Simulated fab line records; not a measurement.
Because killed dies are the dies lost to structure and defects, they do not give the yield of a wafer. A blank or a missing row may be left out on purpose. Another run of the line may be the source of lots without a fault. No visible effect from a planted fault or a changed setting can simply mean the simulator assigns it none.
fab line records -- flow n5Finfet
[record] lots = 7, wafers = 21
route steps=1938 shown BEOL_M6@1230 BEOL_M7@1308 BEOL_M8@1377 BEOL_M9@1467 BEOL_M11@1546
startH: start of the lot's first displayed wafer, in hours after the record's first day -- waitH: hours since the lot's step before -- " the same as in the row above -- L1.1+2: several wafers, shown together as one row -- - either no value or no given start -- * or withheld: withheld -- < > ~ a bound
route shown NAME@n: NAME is a module with steps in the file, n the number in the route of the first one -- usual: the fault-free wafers' mean and standard deviation -- same: alike in all rows -- chamber/n: place in a boat -- sites: readings site by site -- _std_site: how widely they spread, as a standard deviation -- _edge_site: mean of outer sites minus mean of inner sites -- radiusMm: how far each site lies from the wafer's centre -- mask NAME#n: copy n -- behind: the last tool/chamber to shape the wafer -- hold: cause of the lot's hold/its duration in hours/its outcome -- device: the transistor (n, p or np) that didn't switch -- end of line: at the end of the route, the tests of the same wafers -- for a step that has no rows: nothing shown but its recipe -- killed: the dies lost at the first sort to structure and to defects; this is not the yield of the wafer -- map: dies across one wafer; x = killed, . = not, _ = none there
set.NAME: the setting the step ran with; set.NAME@STEP: the setting that earlier step ran with -- model.NAME: the simulator's own value behind a step, which no gauge read
one table per step and one row per wafer, for lots whose settings were changed on purpose
[[steps]]
[step N5_BEOL_M6_DESCUM_33]
[recipe] chemistry = O2, timeS = 7, sourcePowerW = 50, biasPowerW = 20, pressureMtorr = 20, rfFrequencyHz = 2.712e+07, tempC = 40, resist = CAR-EUV, o2FlowSccm = 225
lot.wafer,tool,chamber,startH,waitH,set.timeS,set.spinRpm@BEOL_M6_COAT_22,model.CAR-EUV_of_BEOL_M6_COAT_22.thkNm
L080.2,rieDiel-04,0,222.90,0.0,6.445,1500,26.2
L080.3,rieDiel-04,3,222.90,0.0,7,1452,26.6
L080.5,rieDiel-04,3,222.90,0.0,6.445,1452,26.8
L082.1,rieDiel-06,0,240.76,0.0,5.695,1500,26.8
L082.4+6,rieDiel-06,"3,2",240.76,0.0,7,1350,27.8
L083.1,rieDiel-04,3,246.85,0.6,7,1450,26.6
L083.3,rieDiel-04,2,246.85,0.6,7.707,1500,25.8
L083.5,rieDiel-04,2,246.85,0.6,7.707,1450,26.2
L090.4,rieDiel-05,1,275.38,0.0,7,1622,24.8
L090.5,rieDiel-05,2,275.38,0.0,7,1622,25
L090.6,rieDiel-05,0,275.38,0.0,7,1500,25.8
L091.2,rieDiel-05,1,278.94,0.2,7,1500,26
L091.3,rieDiel-05,2,278.94,0.2,7,1649,24.8
L091.6,rieDiel-05,1,278.94,0.2,7.455,1500,25.8
L092.1+3,rieDiel-05,"1,0",300.72,0.1,7,1581,25.2
L092.6,rieDiel-05,1,300.72,0.1,7,1500,26
L096.1+5,rieDiel-04,2,317.92,0.6,7,1500,26.2
L096.6,rieDiel-04,3,317.92,0.6,7,1500,26
[step N5_BEOL_M7_TRENCH_ETCH_37]
[recipe] chemistry = C4F6/O2, targetDepthA = 934.78, target = SiCOH_lowk, timeS = 31.2, ionEnergyEv = 250, pressureMtorr = 30, sourceW = 345, biasW = 185, Ar_flow_sccm = 300, C4F6_flow_sccm = 10, O2_flow_sccm = 10
lot.wafer,tool,chamber,startH,waitH,set.timeS,model.etch.depthNm,model.BEOL_M7.featureDepthNm
L080.2,rieDiel-02,3,-,-,34.65,106.8,106.8
L080.3,rieDiel-02,0,-,-,34.65,111.2,111.2
L080.5,rieDiel-02,2,-,-,31.2,95.17,95.2
L082.1,rieDiel-02,0,-,-,28.4,88.87,88.8
L082.4,rieDiel-02,2,-,-,31.2,93.16,93.2
L082.6,rieDiel-02,0,-,-,28.4,89.05,89
L083.1,rieDiel-01,1,-,-,31.2,93.46,93.4
L083.3,rieDiel-01,2,-,-,31.2,95.63,95.6
L083.5,rieDiel-01,2,-,-,31.2,95.12,95.2
L090.4,rieDiel-02,1,-,-,31.2,89.62,89.6
L090.5,rieDiel-02,2,-,-,25.54,76.09,76
L090.6,rieDiel-02,1,-,-,31.2,90.14,90.2
L091.2,rieDiel-03,3,-,-,27.94,81.22,81.2
L091.3,rieDiel-03,2,-,-,27.94,82.58,82.6
L091.6,rieDiel-03,1,-,-,31.2,91.37,91.4
L092.1,rieDiel-02,1,-,-,28.47,80.94,81
L092.3,rieDiel-02,2,-,-,31.2,94.54,94.6
L092.6,rieDiel-02,1,-,-,31.2,89.24,89.2
L096.1,rieDiel-01,3,-,-,31.2,93.46,93.4
L096.5,rieDiel-01,2,-,-,31.2,96.03,96
L096.6,rieDiel-01,1,-,-,31.2,93.01,93
[step N5_BEOL_M7_ETCH_41]
[recipe] chemistry = CH3F/O2, target = SiCN, targetDepthA = 319, taperDeg = 2, timeS = 57.8, ionEnergyEv = 120, maskMaterial = TiN, pressureMtorr = 30, sourceW = 395, biasW = 75, Ar_flow_sccm = 150, CH3F_flow_sccm = 30, O2_flow_sccm = 20
[step N5_BEOL_M7_STRIP_80]
[recipe] chemistry = N2/H2, timeS = 10, powerW = 450, tempC = 40, pressureMtorr = 20, rfFrequencyHz = 6e+07, biasPowerW = 7, n2FlowSccm = 200, h2FlowSccm = 200
[step N5_BEOL_M7_OCD_MEAS_38]
[usual] trenchDepthNm = 93.5/2.5
lot.wafer,tool,chamber,startH,waitH,set.timeS@BEOL_M7_TRENCH_ETCH_37,trenchDepthNm
L080.2,ocd-02,-,231.04,-,34.65,106.6
L080.3,ocd-02,-,231.04,-,34.65,111.2
L080.5,ocd-02,-,231.04,-,31.2,94.7
L082.1,ocd-01,-,248.79,-,28.4,88.9
L082.4,ocd-01,-,248.79,-,31.2,93.4
L082.6,ocd-01,-,248.79,-,28.4,89.3
L083.1,ocd-01,-,256.31,-,31.2,93.6
L083.3,ocd-01,-,256.31,-,31.2,96.0
L083.5,ocd-01,-,256.31,-,31.2,94.8
L090.4,ocd-01,-,282.72,-,31.2,89.6
L090.5,ocd-01,-,282.72,-,25.54,75.5
L090.6,ocd-01,-,282.72,-,31.2,90.6
L091.2,ocd-01,-,286.74,-,27.94,80.9
L091.3,ocd-01,-,286.74,-,27.94,83.0
L091.6,ocd-01,-,286.74,-,31.2,90.8
L092.1,ocd-02,-,310.88,-,28.47,80.8
L092.3,ocd-02,-,310.88,-,31.2,94.1
L092.6,ocd-02,-,310.88,-,31.2,89.2
L096.1,ocd-01,-,324.83,-,31.2,93.6
L096.5,ocd-01,-,324.83,-,31.2,95.9
L096.6,ocd-01,-,324.83,-,31.2,93.2
[step N5_BEOL_M7_HM_STRIP_39]
[recipe] chemistry = peroxideTinStrip, material = TiN, targetDepthA = 250, tempC = 50, timeS = 158
[step N5_BEOL_M7_SRD_40]
[recipe] timeS = 30, tempC = 23, rinseLiquid = diw, dry = ipaMarangoni
[step N5_BEOL_M7_ECD_50]
[recipe] material = Cu, targetThkA = 3000
[step N5_BEOL_M7_ANNEAL_51]
[recipe] tempC = 225, timeS = 90, ambient = N2
[step N5_BEOL_M7_CMP_52]
[recipe] stopOn = SiCOH_lowk, tOverpolishS = 6.9, downForcePsi = 1, platenRpm = 50, clearingPlatenDownForcePsi = 1.5, clearingPlatenRpm = 50, postCmpClean = cuAlkaline, targetThkNm = 80, clearingPlatenPadVelocityMS = 0.99484, padVelocityMS = 0.99484
lot.wafer,tool,chamber,startH,waitH,set.timeS@BEOL_M7_TRENCH_ETCH_37,model.Cu_of_BEOL_M7_ECD_50.thkNm
L080.2,cmp-04,2,234.55,0.2,34.65,92
L080.3,cmp-04,0,234.55,0.2,34.65,97
L080.5,cmp-04,3,234.55,0.2,31.2,81.6
L082.4,cmp-04,0,250.93,0.1,31.2,79.6
L082.1+6,cmp-04,1,250.93,0.1,28.4,75.6
L083.1,cmp-01,0,259.19,0.4,31.2,78.6
L083.3,cmp-01,2,259.19,0.4,31.2,81.2
L083.5,cmp-01,1,259.19,0.4,31.2,84
L090.4,cmp-04,0,285.37,0.1,31.2,74.2
L090.5,cmp-04,0,285.37,0.1,25.54,60.4
L090.6,cmp-04,1,285.37,0.1,31.2,75.6
L091.2,cmp-01,0,288.75,0.3,27.94,67.4
L091.3,cmp-01,1,288.75,0.3,27.94,69.8
L091.6,cmp-01,0,288.75,0.3,31.2,78
L092.1,cmp-01,3,312.77,0.3,28.47,66.6
L092.3,cmp-01,2,312.77,0.3,31.2,78.8
L092.6,cmp-01,3,312.77,0.3,31.2,74.6
L096.1,cmp-04,3,328.26,0.5,31.2,81.4
L096.5,cmp-04,2,328.26,0.5,31.2,81.8
L096.6,cmp-04,3,328.26,0.5,31.2,81
[step N5_BEOL_M7_THK_MEAS_53]
[recipe] thkMeasGauge = xrf, reads = Cu_of_BEOL_M7_ECD_50
[usual] M7_THK = 80/3.2
lot.wafer,tool,chamber,startH,waitH,set.timeS@BEOL_M7_TRENCH_ETCH_37,M7_THK[nm]
L080.2,filmMetro-01,-,234.84,-,34.65,93
L080.3,filmMetro-01,-,234.84,-,34.65,98
L080.5,filmMetro-01,-,234.84,-,31.2,82
L082.1,filmMetro-01,-,251.23,-,28.4,76
L082.4,filmMetro-01,-,251.23,-,31.2,80
L082.6,filmMetro-01,-,251.23,-,28.4,76
L083.1,filmMetro-02,-,259.49,-,31.2,80
L083.3,filmMetro-02,-,259.49,-,31.2,82
L083.5,filmMetro-02,-,259.49,-,31.2,85
L090.4,filmMetro-02,-,285.66,-,31.2,75
L090.5,filmMetro-02,-,285.66,-,25.54,61
L090.6,filmMetro-02,-,285.66,-,31.2,76
L091.2,filmMetro-02,-,289.01,-,27.94,67
L091.3,filmMetro-02,-,289.01,-,27.94,70
L091.6,filmMetro-02,-,289.01,-,31.2,78
L092.1,filmMetro-01,-,313.07,-,28.47,67
L092.3,filmMetro-01,-,313.07,-,31.2,78
L092.6,filmMetro-01,-,313.07,-,31.2,75
L096.1,filmMetro-02,-,328.52,-,31.2,81
L096.5,filmMetro-02,-,328.52,-,31.2,82
L096.6,filmMetro-02,-,328.52,-,31.2,81
[step N5_BEOL_M7_PRE_CLEAN_55]
[recipe] gas = NH3, timeS = 15, tempC = withheld, rfPowerW = 300
[step N5_BEOL_M7_DEP_56]
[recipe] material = SiCN, targetThkA = 100, tempC = withheld, precursor = 3MS/NH3, pressureTorr = 3, rfW = 202, timeS = 17.5
[step N5_BEOL_M7_RS_MEAS_57]
[recipe] thkMeasGauge = four-point-probe, reads = Cu_of_BEOL_M7_ECD_50+Co_of_BEOL_M7_CVD_78+TaN_of_BEOL_M7_ALD_77
[usual] M7_RS = 0.286/0.013
lot.wafer,tool,chamber,startH,waitH,set.timeS@BEOL_M7_TRENCH_ETCH_37,M7_RS[ohm/sq]
L080.2,filmMetro-01,-,234.97,0.1,34.65,0.242
L080.3,filmMetro-01,-,234.97,0.1,34.65,0.228
L080.5,filmMetro-01,-,234.97,0.1,31.2,0.279
L082.1,filmMetro-01,-,251.36,0.1,28.4,0.305
L082.4,filmMetro-01,-,251.36,0.1,31.2,0.287
L082.6,filmMetro-01,-,251.36,0.1,28.4,0.305
L083.1,filmMetro-02,-,259.62,0.1,31.2,0.291
L083.3,filmMetro-02,-,259.62,0.1,31.2,0.280
L083.5,filmMetro-02,-,259.62,0.1,31.2,0.269
L090.4,filmMetro-01,-,285.83,0.1,31.2,0.312
L090.5,filmMetro-01,-,285.83,0.1,25.54,0.398
L090.6,filmMetro-01,-,285.83,0.1,31.2,0.305
L091.2,filmMetro-01,-,289.14,0.1,27.94,0.351
L091.3,filmMetro-01,-,289.14,0.1,27.94,0.335
L091.6,filmMetro-01,-,289.14,0.1,31.2,0.293
L092.1,filmMetro-01,-,313.20,0.1,28.47,0.355
L092.3,filmMetro-01,-,313.20,0.1,31.2,0.290
L092.6,filmMetro-01,-,313.20,0.1,31.2,0.310
L096.1,filmMetro-01,-,328.65,0.1,31.2,0.279
L096.5,filmMetro-01,-,328.65,0.1,31.2,0.277
L096.6,filmMetro-01,-,328.65,0.1,31.2,0.280
[step N5_BEOL_M8_TRENCH_ETCH_37]
[recipe] chemistry = C4F6/O2, targetDepthA = 934.78, target = SiCOH_lowk, timeS = 31.2, ionEnergyEv = 250, pressureMtorr = 30, sourceW = 345, biasW = 185, Ar_flow_sccm = 300, C4F6_flow_sccm = 10, O2_flow_sccm = 10
[usual] rfVppV = 674/17
lot.wafer,tool,chamber,startH,waitH,set.biasW,rfVppV
L080.2,rieDiel-06,1,-,-,160.9,577
L080.3,rieDiel-06,3,-,-,160.9,622
L080.5,rieDiel-06,3,-,-,185,693
L082.1,rieDiel-06,1,-,-,152.3,551
L082.4,rieDiel-06,0,-,-,152.3,558
L082.6,rieDiel-06,2,-,-,185,687
L083.1,rieDiel-05,0,-,-,185,681
L083.3,rieDiel-05,2,-,-,164.5,601
L083.5,rieDiel-05,1,-,-,164.5,618
L090.4,rieDiel-05,1,-,-,185,677
L090.5,rieDiel-05,2,-,-,185,662
L090.6,rieDiel-05,0,-,-,185,680
L091.2,rieDiel-04,0,-,-,185,696
L091.3,rieDiel-04,2,-,-,202.6,738
L091.6,rieDiel-04,1,-,-,202.6,698
L092.1,rieDiel-05,2,-,-,173.3,626
L092.3,rieDiel-05,1,-,-,185,675
L092.6,rieDiel-05,2,-,-,185,660
L096.1,rieDiel-05,1,-,-,185,676
L096.5,rieDiel-05,1,-,-,185,676
L096.6,rieDiel-05,0,-,-,185,680
[step N5_BEOL_M8_ETCH_41]
[recipe] chemistry = CH3F/O2, target = SiCN, targetDepthA = 319, taperDeg = 2, timeS = 57.8, ionEnergyEv = 120, maskMaterial = TiN, pressureMtorr = 30, sourceW = 395, biasW = 75, Ar_flow_sccm = 150, CH3F_flow_sccm = 30, O2_flow_sccm = 20
[step N5_BEOL_M8_STRIP_80]
[recipe] chemistry = N2/H2, timeS = 10, powerW = 450, tempC = 40, pressureMtorr = 20, rfFrequencyHz = 6e+07, biasPowerW = 7, n2FlowSccm = 200, h2FlowSccm = 200
[step N5_BEOL_M8_OCD_MEAS_38]
[usual] trenchDepthNm = 94.7/1.8
lot.wafer,tool,chamber,startH,waitH,set.biasW@BEOL_M8_TRENCH_ETCH_37,trenchDepthNm
L080.2,ocd-01,-,241.58,-,160.9,86.9
L080.3,ocd-01,-,241.58,-,160.9,89.9
L080.5,ocd-01,-,241.58,-,185,93.8
L082.1,ocd-01,-,255.25,-,152.3,87.2
L082.4,ocd-01,-,255.25,-,152.3,90.0
L082.6,ocd-01,-,255.25,-,185,94.2
L083.1,ocd-02,-,266.76,-,185,98.0
L083.3,ocd-02,-,266.76,-,164.5,91.0
L083.5,ocd-02,-,266.76,-,164.5,91.1
L090.4,ocd-02,-,288.93,-,185,95.5
L090.5,ocd-02,-,288.93,-,185,95.7
L090.6,ocd-02,-,288.93,-,185,99.1
L091.2,ocd-01,-,294.80,-,185,93.6
L091.3,ocd-01,-,294.80,-,202.6,98.0
L091.6,ocd-01,-,294.80,-,202.6,100.6
L092.1,ocd-02,-,319.42,-,173.3,91.4
L092.3,ocd-02,-,319.42,-,185,96.2
L092.6,ocd-02,-,319.42,-,185,93.9
L096.1,ocd-02,-,333.11,-,185,96.1
L096.5,ocd-02,-,333.11,-,185,96.2
L096.6,ocd-02,-,333.11,-,185,98.0
[step N5_BEOL_M9_DEP_56]
[recipe] material = SiCN, targetThkA = 150, tempC = withheld, precursor = 3MS/NH3, pressureTorr = 3, rfW = 202, timeS = 26.5
lot.wafer,tool,chamber,startH,waitH,set.timeS,model.SiCN_of_BEOL_M9_DEP_56.thkNm
L080.2+3+5,pecvd-03,"1,0,2",252.92,0.0,26.5,15.2
L082.1,pecvd-03,2,269.05,0.0,24.36,13.8
L082.4,pecvd-03,1,269.05,0.0,26.5,15.4
L082.6,pecvd-03,2,269.05,0.0,26.5,15.6
L083.1,pecvd-03,2,277.77,0.0,24.85,14.4
L083.3+5,pecvd-03,"2,0",277.77,0.0,24.85,14.6
L090.4,pecvd-02,0,300.37,0.0,26.5,14.8
L090.5+6,pecvd-02,"2,1",300.37,0.0,26.5,15.2
L091.2,pecvd-03,2,309.49,0.0,26.5,15.2
L091.3+6,pecvd-03,"1,2",309.49,0.0,24.13,14
L092.1+6,pecvd-02,"1,0",332.87,0.0,26.5,14.6
L092.3,pecvd-02,2,332.87,0.0,26.5,14.8
L096.1,pecvd-01,2,344.82,0.0,26.5,14.6
L096.5,pecvd-01,0,344.82,0.0,26.5,15
L096.6,pecvd-01,1,344.82,0.0,26.5,15.2
[step N5_BEOL_M11_EXPOSE_08]
[recipe] maskId = M11, na = 1.35, sourceShape = dipole, sigmaInner = 0.411, sigmaOuter = 0.611, polarization = te, doseMj = 53.75
lot.wafer,tool,chamber,startH,waitH,mask,set.doseMj
L080.2,arfiScanner-02,0,265.41,-,M11#0,56.84
L080.3+5,arfiScanner-02,0,265.41,-,M11#0,53.75
L082.1,arfiScanner-01,0,279.94,-,M11#0,56.72
L082.4+6,arfiScanner-01,0,279.94,-,M11#0,53.75
L083.1+3,arfiScanner-03,0,287.40,-,M11#0,53.75
L083.5,arfiScanner-03,0,287.40,-,M11#0,50
L090.4+5,arfiScanner-02,0,311.51,-,M11#0,53.75
L090.6,arfiScanner-02,0,311.51,-,M11#0,55.35
L091.2,arfiScanner-01,0,320.38,-,M11#0,53.75
L091.3+6,arfiScanner-01,0,320.38,-,M11#0,56.83
L092.1,arfiScanner-01,0,342.81,-,M11#0,56.5
L092.3+6,arfiScanner-01,0,342.81,-,M11#0,53.75
L096.1+5+6,arfiScanner-01,0,357.24,-,M11#0,53.75
[step N5_BEOL_M11_PEB_09]
[recipe] pebTempC = withheld, pebTimeS = 60, resist = CAR-ArF
[step N5_BEOL_M11_DEVELOP_10]
[recipe] developTimeS = 30, developer = TMAH, resist = CAR-ArF, rinseLiquid = diw, dry = airSpin, devTempC = 23
[step N5_BEOL_M11_CD_MEAS_11]
[recipe] targetCdNm = 64.1, landingEnergyEv = 500, detector = seInlens, polarity = opening
[usual] cdNm = 64.0/0.76
lot.wafer,tool,chamber,startH,waitH,set.doseMj@BEOL_M11_EXPOSE_08,cdNm
L080.2,cdSem-01,0,265.53,-,56.84,66.9
L080.3,cdSem-01,0,265.53,-,53.75,62.9
L080.5,cdSem-01,0,265.53,-,53.75,63.1
L082.1,cdSem-03,0,280.07,-,56.72,66.5
L082.4,cdSem-03,0,280.07,-,53.75,64.7
L082.6,cdSem-03,0,280.07,-,53.75,64.7
L083.1,cdSem-01,0,287.53,-,53.75,63.4
L083.3,cdSem-01,0,287.53,-,53.75,63.0
L083.5,cdSem-01,0,287.53,-,50,60.6
L090.4,cdSem-02,0,311.62,-,53.75,64.6
L090.5,cdSem-02,0,311.62,-,53.75,65.5
L090.6,cdSem-02,0,311.62,-,55.35,66.0
L091.2,cdSem-01,0,320.50,-,53.75,63.3
L091.3,cdSem-01,0,320.50,-,56.83,66.2
L091.6,cdSem-01,0,320.50,-,56.83,67.6
L092.1,cdSem-01,0,342.93,-,56.5,66.6
L092.3,cdSem-01,0,342.93,-,53.75,64.4
L092.6,cdSem-01,0,342.93,-,53.75,63.7
L096.1,cdSem-02,0,357.37,-,53.75,62.9
L096.5,cdSem-02,0,357.37,-,53.75,63.5
L096.6,cdSem-02,0,357.37,-,53.75,64.0
[step N5_BEOL_M11_DESCUM_16]
[recipe] chemistry = O2, timeS = 7.9, sourcePowerW = 50, biasPowerW = 20, pressureMtorr = 20, rfFrequencyHz = 2.712e+07, tempC = 40, resist = CAR-ArF, o2FlowSccm = 225
[step N5_BEOL_M11_ETCH_61]
[recipe] chemistry = CF4, target = SiARC, targetDepthA = 390, maskMaterial = CAR-ArF, timeS = 65, ionEnergyEv = 80, pressureMtorr = 40, sourceW = 545, biasW = 36, Ar_flow_sccm = 100, cf4FlowSccm = 100, ends = cleared
[step N5_BEOL_M11_ETCH_62]
[recipe] chemistry = N2/H2, target = SOC, targetDepthA = 1100, overetchA = 220, maskMaterial = SiARC, tempC = 40, timeS = 165, ionEnergyEv = 200, pressureMtorr = 30, sourceW = 840, biasW = 150, n2FlowSccm = 200, h2FlowSccm = 200
lot.wafer,tool,chamber,startH,waitH,set.doseMj@BEOL_M11_EXPOSE_08,model.BEOL_M11.cdOffsetNm
L080.2,rieDiel-03,2,265.70,0.0,56.84,2.8
L080.3+5,rieDiel-03,3,265.70,0.0,53.75,-1.2
L082.1,rieDiel-03,3,280.24,0.0,56.72,2.6
L082.4,rieDiel-03,1,280.24,0.0,53.75,0.4
L082.6,rieDiel-03,1,280.24,0.0,53.75,0.2
L083.1,rieDiel-02,0,287.70,0.0,53.75,-0.8
L083.3,rieDiel-02,1,287.70,0.0,53.75,-1
L083.5,rieDiel-02,1,287.70,0.0,50,-3.8
L090.4,rieDiel-01,3,311.79,0.0,53.75,0.6
L090.5,rieDiel-01,2,311.79,0.0,53.75,1.6
L090.6,rieDiel-01,1,311.79,0.0,55.35,1.8
L091.2,rieDiel-01,0,320.67,0.0,53.75,-0.2
L091.3,rieDiel-01,3,320.67,0.0,56.83,2.6
L091.6,rieDiel-01,3,320.67,0.0,56.83,3.6
L092.1,rieDiel-03,1,343.11,0.0,56.5,2.4
L092.3,rieDiel-03,0,343.11,0.0,53.75,0
L092.6,rieDiel-03,2,343.11,0.0,53.75,0.2
L096.1,rieDiel-01,1,357.54,0.0,53.75,-1.6
L096.5,rieDiel-01,1,357.54,0.0,53.75,-0.8
L096.6,rieDiel-01,2,357.54,0.0,53.75,0.4
[step N5_BEOL_M11_STRIP_68]
[recipe] chemistry = N2/H2, tempC = 40, n2FlowSccm = 200, h2FlowSccm = 200, rfFrequencyHz = 6e+07
[step N5_BEOL_M11_STRIP_67]
[recipe] chemistry = CF4, resist = SiARC, powerW = 300, biasPowerW = 75, pressureMtorr = 50, cf4FlowSccm = 150, rfFrequencyHz = 6e+07
[step N5_BEOL_M11_HM_OPEN_17]
[recipe] chemistry = Cl2/BCl3, targetDepthA = 200, overetchA = 60, target = TiN, maskMaterial = SOC, ionEnergyEv = 150, pressureMtorr = 10, icpW = 1000, biasW = 126, Cl2_flow_sccm = 53.25, bcl3FlowSccm = 21.75, Ar_flow_sccm = 25
lot.wafer,tool,chamber,startH,waitH,set.doseMj@BEOL_M11_EXPOSE_08,model.BEOL_M11.cdOffsetNm
L080.2,rieMetal-03,0,265.89,0.0,56.84,2.6
L080.3,rieMetal-03,0,265.89,0.0,53.75,-1.4
L080.5,rieMetal-03,1,265.89,0.0,53.75,-1.2
L082.1,rieMetal-03,0,280.43,0.0,56.72,2.4
L082.4,rieMetal-03,0,280.43,0.0,53.75,0.2
L082.6,rieMetal-03,0,280.43,0.0,53.75,0
L083.1,rieMetal-03,0,287.89,0.0,53.75,-1
L083.3,rieMetal-03,0,287.89,0.0,53.75,-1.2
L083.5,rieMetal-03,0,287.89,0.0,50,-3.8
L090.4,rieMetal-01,1,312.01,0.1,53.75,0.6
L090.5,rieMetal-01,1,312.01,0.1,53.75,1.6
L090.6,rieMetal-01,0,312.01,0.1,55.35,1.6
L091.2,rieMetal-03,0,320.86,0.0,53.75,-0.2
L091.3,rieMetal-03,1,320.86,0.0,56.83,2.8
L091.6,rieMetal-03,1,320.86,0.0,56.83,3.6
L092.1,rieMetal-03,0,343.29,0.0,56.5,2.4
L092.3,rieMetal-03,1,343.29,0.0,53.75,-0.2
L092.6,rieMetal-03,0,343.29,0.0,53.75,0.2
L096.1,rieMetal-02,1,357.73,0.0,53.75,-1.6
L096.5,rieMetal-02,0,357.73,0.0,53.75,-0.6
L096.6,rieMetal-02,1,357.73,0.0,53.75,0.4
[step N5_BEOL_M11_STRIP_19]
[recipe] chemistry = O2, powerW = 400, tempC = 40, pressureMtorr = 30, rfFrequencyHz = 6e+07, biasPowerW = 0, overashFraction = 0.2, o2FlowSccm = 225
[step N5_BEOL_M11_CD_MEAS_18]
[recipe] pitchNm = 140, targetCdNm = 70
[usual] cdNm = 69.9/0.82
lot.wafer,tool,chamber,startH,waitH,set.doseMj@BEOL_M11_EXPOSE_08,cdNm
L080.2,cdSem-03,-,266.19,0.1,56.84,72.5
L080.3,cdSem-03,-,266.19,0.1,53.75,68.8
L080.5,cdSem-03,-,266.19,0.1,53.75,69.1
L082.1,cdSem-03,-,280.70,0.0,56.72,72.9
L082.4,cdSem-03,-,280.70,0.0,53.75,70.5
L082.6,cdSem-03,-,280.70,0.0,53.75,70.0
L083.1,cdSem-02,-,288.24,0.1,53.75,69.1
L083.3,cdSem-02,-,288.24,0.1,53.75,68.5
L083.5,cdSem-02,-,288.24,0.1,50,66.1
L090.4,cdSem-01,-,312.17,0.1,53.75,70.2
L090.5,cdSem-01,-,312.17,0.1,53.75,71.6
L090.6,cdSem-01,-,312.17,0.1,55.35,71.5
L091.2,cdSem-02,-,321.04,0.1,53.75,69.9
L091.3,cdSem-02,-,321.04,0.1,56.83,72.5
L091.6,cdSem-02,-,321.04,0.1,56.83,73.4
L092.1,cdSem-02,-,343.48,0.0,56.5,72.4
L092.3,cdSem-02,-,343.48,0.0,53.75,69.3
L092.6,cdSem-02,-,343.48,0.0,53.75,69.9
L096.1,cdSem-02,-,357.91,0.0,53.75,68.1
L096.5,cdSem-02,-,357.91,0.0,53.75,69.0
L096.6,cdSem-02,-,357.91,0.0,53.75,70.4
[[key]]
[split] step = N5_BEOL_M6_DESCUM_33, setting = timeS, stated = 7, by = wafer
response none clear
[split] step = N5_BEOL_M7_TRENCH_ETCH_37, setting = timeS, stated = 31.2, by = wafer
[response] step = N5_BEOL_M7_TRENCH_ETCH_37, reading = model.etch.depthNm, change = +0.885, per = 1%, r = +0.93
[response] step = N5_BEOL_M7_TRENCH_ETCH_37, reading = model.BEOL_M7.featureDepthNm, change = +0.889, per = 1%, r = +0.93
[response] step = N5_BEOL_M7_OCD_MEAS_38, reading = trenchDepthNm, change = +0.905, per = 1%, r = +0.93
[response] step = N5_BEOL_M7_CMP_52, reading = model.Cu_of_BEOL_M7_ECD_50.thkNm, change = +0.875, per = 1%, r = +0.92
[response] step = N5_BEOL_M7_THK_MEAS_53, reading = M7_THK, change = +0.871, per = 1%, r = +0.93
[response] step = N5_BEOL_M7_RS_MEAS_57, reading = M7_RS, change = -0.00454, per = 1%, r = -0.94
[split] step = N5_BEOL_M8_TRENCH_ETCH_37, setting = biasW, stated = 185, by = wafer
[response] step = N5_BEOL_M8_TRENCH_ETCH_37, reading = rfVppV, change = +6.55, per = 1%, r = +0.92
[response] step = N5_BEOL_M8_OCD_MEAS_38, reading = trenchDepthNm, change = +0.441, per = 1%, r = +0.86
[split] step = N5_BEOL_M9_DEP_56, setting = timeS, stated = 26.5, by = wafer
[response] step = N5_BEOL_M9_DEP_56, reading = model.SiCN_of_BEOL_M9_DEP_56.thkNm, change = +0.168, per = 1%, r = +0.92
[split] step = N5_BEOL_M11_EXPOSE_08, setting = doseMj, stated = 53.75, by = wafer
[response] step = N5_BEOL_M11_CD_MEAS_11, reading = cdNm, change = +0.484, per = 1%, r = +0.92
[response] step = N5_BEOL_M11_ETCH_62, reading = model.BEOL_M11.cdOffsetNm, change = +0.492, per = 1%, r = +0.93
[response] step = N5_BEOL_M11_HM_OPEN_17, reading = model.BEOL_M11.cdOffsetNm, change = +0.484, per = 1%, r = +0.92
[response] step = N5_BEOL_M11_CD_MEAS_18, reading = cdNm, change = +0.488, per = 1%, r = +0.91
split outsideThisFile step=N5_BEOL_M6_COAT_22 setting=spinRpm
// split outsideThisFile: this setting was split too, and the file shows its column; the key of that split is in another file
